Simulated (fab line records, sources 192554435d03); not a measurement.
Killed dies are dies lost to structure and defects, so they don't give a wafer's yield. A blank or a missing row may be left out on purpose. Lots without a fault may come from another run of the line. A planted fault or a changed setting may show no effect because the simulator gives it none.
Which tool did it? | flow n5_finfet | 24 lots, 72 wafers sampled, at 4 steps of a route of 1938

WHAT THE GAUGES READ, wafer by wafer
N5_BEOL_M3_CD_MEAS_18: pitch 36 nm, target cd 18 nm. Usual: cd_nm 18.0 nm, standard deviation 0.33.
lot  | measured     | on        | cd_nm (nm)     | flag
L074 | day 7 23:06  | cd_sem-03 | 18.3 18.4 18.4 |
L076 | day 8 12:16  | cd_sem-03 | 17.9 18.2 17.7 |
L077 | day 9 02:04  | cd_sem-02 | 18.0 18.6 18.3 |
L075 | day 9 04:00  | cd_sem-02 | 17.7 18.3 17.5 |
L078 | day 9 07:34  | cd_sem-02 | 18.3 18.1 17.7 |
L079 | day 9 09:31  | cd_sem-03 | 18.4 17.8 18.2 |
L080 | day 9 18:17  | cd_sem-01 | 18.3 18.3 18.2 |
L081 | day 10 06:10 | cd_sem-03 | 18.3 18.3 18.6 |
L082 | day 10 11:42 | cd_sem-02 | 18.0 17.9 18.2 |
L083 | day 10 11:55 | cd_sem-03 | 18.7 18.0 18.1 |
L084 | day 10 16:44 | cd_sem-01 | 18.1 18.3 17.4 |
L085 | day 11 09:04 | cd_sem-03 | 17.5 17.8 17.6 |
L086 | day 11 17:08 | cd_sem-03 | 18.1 18.0 18.1 |
L087 | day 11 17:47 | cd_sem-03 | 17.7 17.7 17.9 |
L090 | day 12 05:18 | cd_sem-03 | 18.3 18.2 18.1 |
L089 | day 12 05:47 | cd_sem-02 | 17.9 17.7 17.9 |
L088 | day 12 06:42 | cd_sem-02 | 18.5 17.6 18.2 |
L091 | day 12 06:55 | cd_sem-02 | 18.1 17.7 18.0 |
L092 | day 12 19:44 | cd_sem-02 | 17.5 17.9 17.9 |
L093 | day 12 20:20 | cd_sem-03 | 18.2 17.5 18.5 |
L094 | day 13 08:40 | cd_sem-01 | 18.3 17.9 18.0 |
L095 | day 13 18:10 | cd_sem-03 | 18.3 17.7 18.3 |
L096 | day 13 21:17 | cd_sem-01 | 17.7 17.6 17.9 |
L097 | day 14 01:37 | cd_sem-02 | 18.3 18.6 18.5 |

N5_BEOL_M3_CD_MEAS_35: target cd 18 nm, target cd y 21 nm. Usual: cd_nm 18.0 nm, standard deviation 0.34.
lot  | measured     | on        | cd_nm (nm)     | flag
L074 | day 8 11:12  | cd_sem-03 | 18.1 18.9 18.3 |
L076 | day 8 19:56  | cd_sem-01 | 17.7 18.0 17.8 |
L077 | day 9 06:37  | cd_sem-01 | 18.1 18.6 17.9 |
L075 | day 9 08:16  | cd_sem-02 | 17.7 18.1 17.6 |
L078 | day 9 10:05  | cd_sem-02 | 17.9 17.8 17.9 |
L079 | day 9 14:10  | cd_sem-03 | 18.1 17.8 17.8 |
L080 | day 10 00:55 | cd_sem-03 | 18.1 18.6 17.6 |
L081 | day 10 11:33 | cd_sem-02 | 18.4 18.7 18.7 |
L082 | day 10 19:10 | cd_sem-03 | 17.5 18.0 17.9 |
L083 | day 10 21:58 | cd_sem-02 | 17.9 17.8 18.3 |
L084 | day 10 22:18 | cd_sem-01 | 17.9 17.9 17.8 |
L085 | day 11 11:49 | cd_sem-01 | 18.1 17.9 17.3 |
L086 | day 11 20:53 | cd_sem-01 | 18.4 17.9 18.6 |
L087 | day 11 20:53 | cd_sem-03 | 17.9 17.6 17.2 |
L090 | day 12 09:02 | cd_sem-01 | 17.9 18.0 18.0 |
L089 | day 12 09:04 | cd_sem-03 | 17.7 17.9 17.9 |
L088 | day 12 23:26 | cd_sem-02 | 17.9 17.8 17.5 |
L091 | day 13 03:54 | cd_sem-02 | 18.1 17.8 18.4 |
L092 | day 13 04:07 | cd_sem-03 | 18.0 17.8 17.6 |
L093 | day 13 12:38 | cd_sem-01 | 18.2 17.9 18.3 |
L094 | day 13 15:56 | cd_sem-01 | 17.7 18.2 17.9 |
L095 | day 13 20:03 | cd_sem-03 | 18.8 18.5 18.3 |
L096 | day 14 00:16 | cd_sem-03 | 18.5 17.7 18.0 |
L097 | day 14 05:23 | cd_sem-01 | 17.8 18.1 18.7 |

WHICH TOOL RAN EACH LOT (tool, then ch and the chambers of the sampled wafers, then the start)
lot  | N5_BEOL_M2_PRE_CLEAN_60          | N5_BEOL_M3_ETCH_64
L074 | cvd_co-02 ch 0,1,2, day 7 17:49  | rie_diel-06 ch 0,1,3, day 7 22:42
L076 | cvd_co-02 ch 0,1, day 8 10:26    | rie_diel-02 ch 2,3, day 8 11:55
L077 | cvd_co-01 ch 0,1,2, day 8 23:44  | rie_diel-05 ch 1,2, day 9 01:29
L075 | cvd_co-01 ch 0,1, day 9 01:20    | rie_diel-05 ch 2,3, day 9 03:38
L078 | cvd_co-01 ch 0,2, day 9 04:49    | rie_diel-06 ch 0,2,3, day 9 07:13
L079 | cvd_co-01 ch 0,1,2, day 9 07:26  | rie_diel-06 ch 2,3, day 9 09:02
L080 | cvd_co-01 ch 0,1, day 9 14:40    | rie_diel-06 ch 0,3, day 9 17:53
L081 | cvd_co-01 ch 0,1, day 10 04:21   | rie_diel-06 ch 1,2,3, day 10 05:49
L082 | cvd_co-01 ch 0,1, day 10 07:59   | rie_diel-06 ch 0,3, day 10 11:15
L083 | cvd_co-02 ch 1,2, day 10 08:52   | rie_diel-02 ch 0,1, day 10 11:32
L084 | cvd_co-02 ch 0,1,2, day 10 14:29 | rie_diel-05 ch 1,2, day 10 16:23
L085 | cvd_co-02 ch 0,1,2, day 11 05:46 | rie_diel-06 ch 0,1,2, day 11 08:41
L086 | cvd_co-02 ch 1,2, day 11 12:21   | rie_diel-06 ch 0,1, day 11 16:44
L087 | cvd_co-01 ch 0,2, day 11 15:43   | rie_diel-02 ch 0,1,2, day 11 17:25
L090 | cvd_co-01 ch 0,1,2, day 12 02:08 | rie_diel-06 ch 1,2,3, day 12 04:53
L089 | cvd_co-01 ch 1,2, day 12 02:39   | rie_diel-06 ch 0,1, day 12 05:21
L088 | cvd_co-02 ch 1,2, day 12 04:58   | rie_diel-05 ch 0,2,3, day 12 06:21
L091 | cvd_co-02 ch 0,1, day 12 05:27   | rie_diel-06 ch 1,2, day 12 06:34
L092 | cvd_co-01 ch 0,1, day 12 16:55   | rie_diel-06 ch 0,1,3, day 12 19:23
L093 | cvd_co-02 ch 0,1,2, day 12 18:47 | rie_diel-02 ch 1,2,3, day 12 19:59
L094 | cvd_co-01 ch 0,2, day 13 06:41   | rie_diel-02 ch 0,1,3, day 13 08:19
L095 | cvd_co-02 ch 0,2, day 13 16:36   | rie_diel-05 ch 0,1,2, day 13 17:49
L096 | cvd_co-01 ch 1,2, day 13 19:18   | rie_diel-05 ch 0,3, day 13 20:56
L097 | cvd_co-02 ch 0,1,2, day 14 00:01 | rie_diel-02 ch 2,3, day 14 01:16
- N5_BEOL_M2_PRE_CLEAN_60: time 15 s.
- N5_BEOL_M3_ETCH_64: etches SOC in N2/H2, target depth 75 nm, overetch 15 nm, time 112.5 s.

WHAT THE TOOLS THEMSELVES READ (means of the sampled wafers that have a number; where no wafer has one, the mark that the record gives instead)
N5_BEOL_M2_PRE_CLEAN_60. Usual: heater_power_w 72 W, standard deviation 12.
lot  | tool      | heater_power_w (W) | flag
L074 | cvd_co-02 | 77                 |
L076 | cvd_co-02 | 83                 |
L077 | cvd_co-01 | 65                 |
L075 | cvd_co-01 | 65                 |
L078 | cvd_co-01 | 59                 |
L079 | cvd_co-01 | 65                 |
L080 | cvd_co-01 | 72                 |
L081 | cvd_co-01 | 65                 |
L082 | cvd_co-01 | 66                 |
L083 | cvd_co-02 | 85                 |
L084 | cvd_co-02 | 80                 |
L085 | cvd_co-02 | 80                 |
L086 | cvd_co-02 | 89                 |
L087 | cvd_co-01 | 59                 |
L090 | cvd_co-01 | 66                 |
L089 | cvd_co-01 | 65                 |
L088 | cvd_co-02 | 89                 |
L091 | cvd_co-02 | 73                 |
L092 | cvd_co-01 | 72                 |
L093 | cvd_co-02 | 81                 |
L094 | cvd_co-01 | 59                 |
L095 | cvd_co-02 | 78                 |
L096 | cvd_co-01 | 66                 |
L097 | cvd_co-02 | 81                 |

N5_BEOL_M3_ETCH_64. Usual: drypump_motor_current_A 5.8 A, standard deviation 0.48; n2_flow_sccm 200.0 sccm, standard deviation 0.61; oes_product_au 0.63 a.u., standard deviation 0.066; rf_vpp_V 523 V, standard deviation 3.1; showerhead_plenum_p_Torr 2.52 Torr, standard deviation 0.11; throttle_valve_pct 17.95 %, standard deviation 0.22.
lot  | tool        | drypump_motor_current_A (A) | n2_flow_sccm (sccm) | oes_product_au (a.u.) | rf_vpp_V (V) | showerhead_plenum_p_Torr (Torr) | throttle_valve_pct (%) | flag
L074 | rie_diel-06 | 5.9                         | 199.0               | 0.60                  | 521          | 2.42                            | 18.04                  |
L076 | rie_diel-02 | 5.3                         | 200.3               | 0.66                  | 523          | 2.50                            | 17.89                  |
L077 | rie_diel-05 | 5.8                         | 200.0               | 0.57                  | 527          | 2.64                            | 18.13                  |
L075 | rie_diel-05 | 5.4                         | 199.6               | 0.58                  | 524          | 2.57                            | 17.86                  |
L078 | rie_diel-06 | 5.8                         | 200.1               | 0.64                  | 521          | 2.45                            | 17.98                  |
L079 | rie_diel-06 | 6.1                         | 200.2               | 0.67                  | 524          | 2.53                            | 17.92                  |
L080 | rie_diel-06 | 5.7                         | 199.7               | 0.58                  | 520          | 2.38                            | 18.04                  |
L081 | rie_diel-06 | 6.2                         | 199.9               | 0.62                  | 523          | 2.50                            | 18.01                  |
L082 | rie_diel-06 | 5.5                         | 200.1               | 0.58                  | 517          | 2.37                            | 18.06                  |
L083 | rie_diel-02 | 6.5                         | 200.2               | 0.70                  | 527          | 2.68                            | 17.63                  |
L084 | rie_diel-05 | 5.8                         | 200.1               | 0.56                  | 525          | 2.63                            | 18.16                  |
L085 | rie_diel-06 | 5.9                         | 199.9               | 0.63                  | 523          | 2.48                            | 18.04                  |
L086 | rie_diel-06 | 6.1                         | 199.7               | 0.59                  | 522          | 2.45                            | 18.12                  |
L087 | rie_diel-02 | 6.0                         | 200.2               | 0.67                  | 524          | 2.58                            | 17.65                  |
L090 | rie_diel-06 | 6.2                         | 200.1               | 0.61                  | 524          | 2.50                            | 18.04                  |
L089 | rie_diel-06 | 6.0                         | 199.2               | 0.58                  | 522          | 2.45                            | 18.12                  |
L088 | rie_diel-05 | 5.6                         | 200.0               | 0.62                  | 524          | 2.55                            | 17.93                  |
L091 | rie_diel-06 | 6.4                         | 200.2               | 0.62                  | 524          | 2.54                            | 18.07                  |
L092 | rie_diel-06 | 5.9                         | 200.3               | 0.57                  | 520          | 2.41                            | 18.10                  |
L093 | rie_diel-02 | 5.7                         | 200.3               | 0.64                  | 525          | 2.57                            | 17.95                  |
L094 | rie_diel-02 | 6.0                         | 200.6               | 0.68                  | 526          | 2.63                            | 17.80                  |
L095 | rie_diel-05 | 5.8                         | 199.8               | 0.68                  | 525          | 2.58                            | 17.94                  |
L096 | rie_diel-05 | 5.6                         | 200.1               | 0.65                  | 522          | 2.48                            | 17.73                  |
L097 | rie_diel-02 | 5.3                         | 199.4               | 0.63                  | 522          | 2.48                            | 17.97                  |

THE ANSWER, worked out from the rows above alone
Rule: a lot is off if the mean of its wafers that have a number lies more than 3 standard deviations from the usual mean. A lot without any number at a reading at which 4 lots or more have one is off too. The other lots that the step has rows for count as sound. The gauges are gone through in route order, then the tools' own readings, and for those a lot's mean is taken as printed above. The first step at which some lot is off is used, and at that step the reading that is off furthest; a lot without a number counts as furthest.
No lot is off at any reading shown: from this, nothing can be told.

WHAT THE SIMULATOR HAD PUT IN
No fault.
